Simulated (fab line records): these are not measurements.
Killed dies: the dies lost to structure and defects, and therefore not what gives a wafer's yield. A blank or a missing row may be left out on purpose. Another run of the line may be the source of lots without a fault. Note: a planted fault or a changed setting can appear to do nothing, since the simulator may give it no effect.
Chamber matching | flow n5Finfet | 3 sister chambers for N5_BEOL_M6_DEP_56 on pecvd-01
The step deposits SiCN from 3MS/NH3, target thk 10 nm, time 17.5 s. 16 wafers are shown with their chamber, then 8 later ones without.

## WAFERS, EACH WITH ITS CHAMBER
wafer  | chamber | showerheadPlenumPTorr (Torr) | throttleValvePct (%) | chamberPressureTorr (Torr)
L076.1 | 0       | 3.665                        | 8.3                  | 3.011
L076.5 | 1       | 3.674                        | 8.2                  | 3.000
L076.6 | 0       | 3.665                        | 8.7                  | 3.000
L074.1 | 2       | 3.634                        | 8.1                  | 2.997
L074.5 | 2       | 3.629                        | 8.2                  | 2.991
L074.6 | 1       | 3.669                        | 8.4                  | 3.001
L084.2 | 0       | 3.656                        | 8.8                  | 3.000
L084.3 | 0       | 3.671                        | 8.6                  | 3.009
L084.6 | 0       | 3.661                        | 8.7                  | 3.001
L088.3 | 1       | 3.661                        | 8.2                  | 3.007
L088.4 | 1       | 3.678                        | 8.3                  | 3.003
L088.5 | 2       | 3.639                        | 8.3                  | 2.996
L089.3 | 0       | 3.664                        | 8.5                  | 3.002
L089.5 | 1       | 3.660                        | 8.6                  | 3.002
L089.6 | 0       | 3.665                        | 8.7                  | 2.998
L090.1 | 1       | 3.674                        | 8.4                  | 2.996

SIGNATURES (averages over the wafers above)
reading               | chamber 0 | chamber 1 | chamber 2 | scatter within a chamber
showerheadPlenumPTorr | 3.66386   | 3.66933   | 3.63400   | 0.00588
throttleValvePct      | 8.614     | 8.350     | 8.200     | 0.153
chamberPressureTorr   | 3.00300   | 3.00150   | 2.99467   | 0.00424
Rule: for a wafer and a chamber, the distance is found by dividing, reading by reading, the gap between the wafer's reading and the chamber's mean by the reading's scatter, squaring, summing and taking the root. If the next closest chamber is less than 2 further off than the closest, the wafer can't be placed; otherwise it belongs to the closest. The scatter: the root of (the sum of the squares of (reading less its chamber's mean) over the shown wafers, divided by (wafers less chambers)).

## WAFERS WITHOUT THEIR CHAMBER
wafer  | showerheadPlenumPTorr (Torr) | throttleValvePct (%) | chamberPressureTorr (Torr)
L090.4 | 3.676                        | 8.4                  | 2.996
L090.5 | 3.637                        | 8.8                  | 2.997
L092.2 | 3.629                        | 8.3                  | 2.992
L092.5 | 3.635                        | 8.4                  | 2.998
L092.6 | 3.662                        | 8.3                  | 3.000
L097.3 | 3.659                        | 8.3                  | 3.006
L097.4 | 3.640                        | 8.4                  | 3.005
L097.6 | 3.674                        | 8.5                  | 3.008

## EACH ONE'S CHAMBER
wafer  | from the rows above     | in truth
L090.4 | can't be placed: 1 or 0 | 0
L090.5 | can't be placed: 2 or 0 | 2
L092.2 | 2                       | 2
L092.5 | 2                       | 2
L092.6 | can't be placed: 1 or 0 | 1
L097.3 | can't be placed: 1 or 0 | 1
L097.4 | can't be placed: 2 or 0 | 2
L097.6 | can't be placed: 1 or 0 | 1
Correct placement for 2 of the 8. From these rows, 6 cannot be placed; in 6 the true chamber is one of the candidates. Number placed wrongly: 0.
